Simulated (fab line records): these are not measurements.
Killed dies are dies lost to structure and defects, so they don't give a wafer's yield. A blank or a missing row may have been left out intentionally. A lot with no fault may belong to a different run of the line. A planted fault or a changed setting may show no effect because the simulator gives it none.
Struck lot and sound lot, side by side    flow nand-harc    39 out of 1302 route steps
Sound: the wafers L276.2, L276.3, L276.5. Struck: wafer L288.3 (left out: L288.2, L288.4 of the same lot, which were not struck); the cause appears at the end.
Each step with rows lists, per side, the tool, then ch with its chambers, then its first start. Under that, the readings that differ: sound wafers    struck wafers    difference of the means    sigmas: that difference in standard deviations of wafers without a fault.
alike: same words and numbers on both sides, and readings whose means sit less than 2 such deviations apart. not compared: any withheld reading, any reading some wafer has no value for, any bound like >300 that may hide the same value, and any number with overlapping values for which the record gives no deviation.
Wherever a step has rows on one side only, a row that says differs or no value, or a row with sigmas, the two part there. Non-overlapping numbers with no deviation appear without sigmas and do not part them. A reading missing from all wafers of one side parts the sides only when that side holds two or more wafers.

first, 5 steps without rows for these wafers: NHARC_A_BONDPAD_SOFTBAKE_04 (time 70 s); NHARC_A_BONDPAD_EBR_05; NHARC_A_BONDPAD_EXPOSE_06 (exposes mask A BPAD); NHARC_A_BONDPAD_PEB_07 (peb time 80 s); NHARC_A_BONDPAD_DEVELOP_08 (time 50 s).
NHARC_A_BONDPAD_CD_MEAS_09: target cd 500 nm.
  sound on cd-sem-03 ch 0, day 25 04:14; struck on cd-sem-02 ch 0, day 31 00:13
  alike: cd-nm
NHARC_A_BONDPAD_OVL_MEAS_35:
  sound: overlay-01 at day 25 04:19; struck: overlay-01 at day 31 00:19
reading            sound     struck  difference  sigmas
overlay-y-nm (nm)  -3 -3 -3  12      +15         +2
  alike: overlay-x-nm
then, 2 steps without rows for these wafers: NHARC_A_BONDPAD_HARDBAKE_10 (time 65 s); NHARC_A_BONDPAD_DESCUM_11 (chemistry O2, time 3 s).
NHARC_A_BONDPAD_ETCH_34: etches the open film in N2/H2, target depth 60 nm, overetch 18 nm, time 65.91 s.
  sound on rie-diel-10 ch 0,1,3, day 25 04:32; struck on rie-diel-10 ch 3, day 31 00:31
reading                sound              struck  difference  sigmas
oes-product-au (a.u.)  1.003 0.999 0.995  1.022   +0.023      +2
  alike: chamber-pressure-mTorr, drypump-motor-current-A, rf-vpp-V, showerhead-plenum-p-Torr, throttle-valve-pct
  not compared: rf-hours-counter-h
then, 1 step without rows for these wafers: NHARC_A_BONDPAD_ETCH_12 (etches the open film in CHF3/O2, target depth 220 nm, time 110 s).
NHARC_A_BONDPAD_CD_MEAS_13:
  sound: cd-sem-02 at day 25 04:46; struck: cd-sem-03 at day 31 00:45
  alike: cd-nm
NHARC_A_BONDPAD_STRIP_15: strips in O2.
  sound on rie-diel-10 ch 2,3, day 25 04:51; struck on rie-diel-06 ch 2, day 31 00:49
reading                sound              struck  difference  sigmas
oes-product-au (a.u.)  1.005 0.989 0.996  1.021   +0.024      +2
rf-vpp-V (V)           59.3 56.7 59.5     56.2    -2.3        -3
  alike: chamber-pressure-mTorr, drypump-motor-current-A, showerhead-plenum-p-Torr, throttle-valve-pct
  not compared: rf-hours-counter-h
NHARC_A_BONDPAD_ETCH_24: etches the open film in CF4/N2, target depth 30 nm, time 72.99 s.
  sound on rie-diel-10 ch 1,3; struck on rie-diel-06 ch 0
  alike: cf4-flow-sccm, chamber-pressure-mTorr, drypump-motor-current-A, oes-product-au, rf-vpp-V, showerhead-plenum-p-Torr, throttle-valve-pct
  not compared: rf-hours-counter-h
then, 1 step without rows for these wafers: NHARC_A_BONDPAD_STRIP_16 (strips in post etch residue remover, time 600 s).
NHARC_A_BONDPAD_DEGAS_25: time 60 s.
  sound: pvd-sputter-03 at day 25 05:24; struck: pvd-sputter-02 at day 31 01:22
reading             sound        struck  difference  sigmas
heater-power-w (W)  423 407 414  529     +114        +2
then, 6 steps without rows for these wafers: NHARC_A_BONDPAD_PRE_CLEAN_26 (time 30 s); NHARC_A_BONDPAD_PVD_17 (deposits TaN, target thk 5 nm, time 8.06 s); NHARC_A_BONDPAD_PVD_27 (deposits Cu, target thk 30 nm, time 20.49 s); NHARC_A_BONDPAD_ECD_18 (material Cu, target thk 400 nm); NHARC_A_BONDPAD_ANNEAL_28 (time 90 s); NHARC_A_BONDPAD_CMP_19 (polishes, t overpolish 30 s, cu recess touch 16 s, target thk 169.82 nm).
NHARC_A_BONDPAD_THK_MEAS_20: measures by xrf.
  sound: film-metro-02 at day 25 06:49; struck: film-metro-01 at day 31 02:47
  alike: thk-nm
then, 1 step without rows for these wafers: NHARC_A_BONDPAD_SRD_21 (time 30 s, dry time 20 s).
NHARC_HYBRID_BOND_ACTIVATE_00: chemistry N2, time 60 s.
  sound on rie-diel-11 ch 2,3, day 25 07:07; struck on rie-diel-13 ch 1, day 31 03:02
  alike: drypump-motor-current-A, oes-product-au, rf-vpp-V, showerhead-plenum-p-Torr
  not compared: rf-hours-counter-h
then, 4 steps without rows for these wafers: NHARC_HYBRID_BOND_PRECLEAN_01 (cleans in DIW, time 300 s); NHARC_HYBRID_BOND_SRD_02 (time 30 s, dry time 20 s); NHARC_HYBRID_BOND_BOND_03; NHARC_HYBRID_BOND_ANNEAL_04 (time 7200 s).
NHARC_HYBRID_BOND_OVL_MEAS_05:
  sound: overlay-02 at day 25 16:53; struck: overlay-02 at day 31 13:27
  alike: overlay-x-nm, overlay-y-nm
after that, 1 step had no rows for these wafers: NHARC_THIN_TSV_GRIND_00.
NHARC_THIN_TSV_CMP_01: polishes.
  sound on cmp-03 ch 0,1,3, day 25 18:21; struck on cmp-02 ch 3, day 31 14:55
reading              sound           struck  difference  sigmas
motor-current-A (A)  10.4 10.9 12.3  14.7    +3.5        +3
NHARC_THIN_TSV_THK_MEAS_02: measures by ir.
  sound: film-metro-01 at day 25 18:34; struck: film-metro-01 at day 31 15:10
reading      sound           struck  difference  sigmas
thk-nm (nm)  2806 2833 2938  3350    +491        +2
then, 5 steps without rows for these wafers: NHARC_THIN_TSV_SRD_03; NHARC_THIN_TSV_PRECLEAN_41 (cleans in SC1); NHARC_THIN_TSV_SRD_42; NHARC_THIN_TSV_DEP_43 (deposits SiO2, target thk 1328.5 nm); NHARC_THIN_TSV_DEHYDRATE_04 (time 120 s).
NHARC_END_SORT_01:
  sound on prober-01 ch 0, day 26 11:25; struck on prober-01 ch 0, day 32 16:44
reading                   sound           struck  difference  sigmas
defect-limited-yield (%)  95.6 95.0 94.2  79.5    -15.4       -6
killed-at-array           25 32 31        134     +105        +6
killed-dies               30 34 39        139     +105        +6
  alike: killed-at-other, killed-at-periphery, killed-open, killed-short

WHERE THEY PART
First at NHARC_A_BONDPAD_OVL_MEAS_35; last, within this record, at NHARC_END_SORT_01.

WHY: what the simulator had put in
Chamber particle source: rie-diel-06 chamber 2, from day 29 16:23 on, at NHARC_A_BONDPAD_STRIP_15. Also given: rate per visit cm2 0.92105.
